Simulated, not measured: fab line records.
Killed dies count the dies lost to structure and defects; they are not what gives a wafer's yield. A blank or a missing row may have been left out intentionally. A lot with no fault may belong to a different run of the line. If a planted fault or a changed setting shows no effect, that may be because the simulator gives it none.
Lot-split experiment / flow n5 finfet / on a route of 1938 steps: 7 lots, 39 wafers read

## THE SPLIT
At N5_DUMMY_GATE_ETCH_32 (etches SiO2 in CF4, target depth 3.5 nm, time 3.9 s), the setting time s was moved away from the recipe's 3.9 s on 15 of the 39 wafers read, by -19.9% to +13.2%. All remaining wafers had this setting at the recipe value.

The reading comes from the split's own step.

## THE READING
etch.depth nm (the simulator's own value, which no gauge read), in nm, at N5_DUMMY_GATE_ETCH_32 (etches SiO2 in CF4, target depth 3.5 nm, time 3.9 s). No usual value for it is given in the file. Across the 24 wafers here that went through the recipe, the average is 3.465 nm and the standard deviation 0.062 nm.

wafer=L078.2; tool, chamber at the split=rie si-06, 1; time s as run, s=3.9; against the recipe=recipe; etch.depth nm, nm=3.53; against lot-mates on the recipe=-
wafer=L078.4; tool, chamber at the split=rie si-06, 2; time s as run, s=3.9; against the recipe=recipe; etch.depth nm, nm=3.528; against lot-mates on the recipe=-
wafer=L078.5; tool, chamber at the split=rie si-06, 0; time s as run, s=3.9; against the recipe=recipe; etch.depth nm, nm=3.523; against lot-mates on the recipe=-
wafer=L080.1; tool, chamber at the split=rie si-06, 3; time s as run, s=3.9; against the recipe=recipe; etch.depth nm, nm=3.505; against lot-mates on the recipe=-
wafer=L080.2; tool, chamber at the split=rie si-06, 1; time s as run, s=3.395; against the recipe=-12.9%; etch.depth nm, nm=3.058; against lot-mates on the recipe=-0.449
wafer=L080.3; tool, chamber at the split=rie si-06, 2; time s as run, s=3.9; against the recipe=recipe; etch.depth nm, nm=3.501; against lot-mates on the recipe=-
wafer=L080.4; tool, chamber at the split=rie si-06, 0; time s as run, s=3.395; against the recipe=-12.9%; etch.depth nm, nm=3.048; against lot-mates on the recipe=-0.459
wafer=L080.5; tool, chamber at the split=rie si-06, 1; time s as run, s=3.395; against the recipe=-12.9%; etch.depth nm, nm=3.032; against lot-mates on the recipe=-0.475
wafer=L080.6; tool, chamber at the split=rie si-06, 2; time s as run, s=3.9; against the recipe=recipe; etch.depth nm, nm=3.515; against lot-mates on the recipe=-
wafer=L082.1; tool, chamber at the split=rie si-03, 3; time s as run, s=3.9; against the recipe=recipe; etch.depth nm, nm=3.344; against lot-mates on the recipe=-
wafer=L082.2; tool, chamber at the split=rie si-03, 2; time s as run, s=3.9; against the recipe=recipe; etch.depth nm, nm=3.512; against lot-mates on the recipe=-
wafer=L082.3; tool, chamber at the split=rie si-03, 1; time s as run, s=3.9; against the recipe=recipe; etch.depth nm, nm=3.377; against lot-mates on the recipe=-
wafer=L082.4; tool, chamber at the split=rie si-03, 0; time s as run, s=4.229; against the recipe=+8.4%; etch.depth nm, nm=3.742; against lot-mates on the recipe=+0.331
wafer=L082.5; tool, chamber at the split=rie si-03, 0; time s as run, s=4.229; against the recipe=+8.4%; etch.depth nm, nm=3.755; against lot-mates on the recipe=+0.344
wafer=L082.6; tool, chamber at the split=rie si-03, 1; time s as run, s=4.229; against the recipe=+8.4%; etch.depth nm, nm=3.679; against lot-mates on the recipe=+0.268
wafer=L083.1; tool, chamber at the split=rie si-03, 0; time s as run, s=3.377; against the recipe=-13.4%; etch.depth nm, nm=2.975; against lot-mates on the recipe=-0.439
wafer=L083.2; tool, chamber at the split=rie si-03, 3; time s as run, s=3.377; against the recipe=-13.4%; etch.depth nm, nm=2.883; against lot-mates on the recipe=-0.531
wafer=L083.3; tool, chamber at the split=rie si-03, 1; time s as run, s=3.9; against the recipe=recipe; etch.depth nm, nm=3.342; against lot-mates on the recipe=-
wafer=L083.4; tool, chamber at the split=rie si-03, 2; time s as run, s=3.9; against the recipe=recipe; etch.depth nm, nm=3.446; against lot-mates on the recipe=-
wafer=L083.5; tool, chamber at the split=rie si-03, 2; time s as run, s=3.9; against the recipe=recipe; etch.depth nm, nm=3.455; against lot-mates on the recipe=-
wafer=L083.6; tool, chamber at the split=rie si-03, 3; time s as run, s=3.377; against the recipe=-13.4%; etch.depth nm, nm=2.846; against lot-mates on the recipe=-0.568
wafer=L084.1; tool, chamber at the split=rie si-03, 0; time s as run, s=3.9; against the recipe=recipe; etch.depth nm, nm=3.478; against lot-mates on the recipe=-
wafer=L084.2; tool, chamber at the split=rie si-03, 3; time s as run, s=3.9; against the recipe=recipe; etch.depth nm, nm=3.356; against lot-mates on the recipe=-
wafer=L084.3; tool, chamber at the split=rie si-03, 2; time s as run, s=3.9; against the recipe=recipe; etch.depth nm, nm=3.501; against lot-mates on the recipe=-
wafer=L084.4; tool, chamber at the split=rie si-03, 1; time s as run, s=3.9; against the recipe=recipe; etch.depth nm, nm=3.381; against lot-mates on the recipe=-
wafer=L084.5; tool, chamber at the split=rie si-03, 1; time s as run, s=3.9; against the recipe=recipe; etch.depth nm, nm=3.377; against lot-mates on the recipe=-
wafer=L084.6; tool, chamber at the split=rie si-03, 2; time s as run, s=3.9; against the recipe=recipe; etch.depth nm, nm=3.518; against lot-mates on the recipe=-
wafer=L087.1; tool, chamber at the split=rie si-06, 1; time s as run, s=3.9; against the recipe=recipe; etch.depth nm, nm=3.506; against lot-mates on the recipe=-
wafer=L087.2; tool, chamber at the split=rie si-06, 3; time s as run, s=4.415; against the recipe=+13.2%; etch.depth nm, nm=4.024; against lot-mates on the recipe=+0.530
wafer=L087.3; tool, chamber at the split=rie si-06, 2; time s as run, s=4.415; against the recipe=+13.2%; etch.depth nm, nm=4.019; against lot-mates on the recipe=+0.525
wafer=L087.4; tool, chamber at the split=rie si-06, 0; time s as run, s=3.9; against the recipe=recipe; etch.depth nm, nm=3.489; against lot-mates on the recipe=-
wafer=L087.5; tool, chamber at the split=rie si-06, 1; time s as run, s=4.415; against the recipe=+13.2%; etch.depth nm, nm=4.01; against lot-mates on the recipe=+0.516
wafer=L087.6; tool, chamber at the split=rie si-06, 0; time s as run, s=3.9; against the recipe=recipe; etch.depth nm, nm=3.487; against lot-mates on the recipe=-
wafer=L093.1; tool, chamber at the split=rie si-06, 1; time s as run, s=3.124; against the recipe=-19.9%; etch.depth nm, nm=2.808; against lot-mates on the recipe=-0.686
wafer=L093.2; tool, chamber at the split=rie si-06, 3; time s as run, s=3.124; against the recipe=-19.9%; etch.depth nm, nm=2.806; against lot-mates on the recipe=-0.688
wafer=L093.3; tool, chamber at the split=rie si-06, 2; time s as run, s=3.9; against the recipe=recipe; etch.depth nm, nm=3.508; against lot-mates on the recipe=-
wafer=L093.4; tool, chamber at the split=rie si-06, 0; time s as run, s=3.9; against the recipe=recipe; etch.depth nm, nm=3.492; against lot-mates on the recipe=-
wafer=L093.5; tool, chamber at the split=rie si-06, 3; time s as run, s=3.124; against the recipe=-19.9%; etch.depth nm, nm=2.796; against lot-mates on the recipe=-0.698
wafer=L093.6; tool, chamber at the split=rie si-06, 0; time s as run, s=3.9; against the recipe=recipe; etch.depth nm, nm=3.481; against lot-mates on the recipe=-

THE FIT
A straight line over all 39 wafers: etch.depth nm changes by +0.0361 nm for each +1% of time s; r = +0.98; the points scatter about the line by 0.067 nm.
The same after taking each lot's own level away (the mean of its wafers on the recipe; 39 wafers): +0.0367 nm for each +1%; r = +0.99; scatter 0.044 nm.
That fit puts the effect of the largest move of time s on the reading at 0.73 nm.
The span of the lots' own levels, 3.4110 to 3.5270 nm, comes to 1.9 times the standard deviation stated above.
Consequently the slope shifts little with the lot-to-lot level, the two slopes agreeing.
Check: for one of the wafers moved furthest among these (-19.9%), held out of the fit, the line's prediction against its lot-mates is -0.731 nm. It came out at -0.686 nm against them.

## OTHER SPLITS ON THESE WAFERS
These wafers also went through other splits before the reading. Each is held against what the fit with the lots' levels taken away leaves over:
other split on the same wafers=N5_DUMMY_GATE_ETCH_37 source w; wafers away from the commonest value=12; r with etch.depth nm (lot level and that fit taken away)=-0.26

## THE FILE'S OWN FIT
etch.depth nm changes by +0.0366 nm for each +1% of time s, r = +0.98.
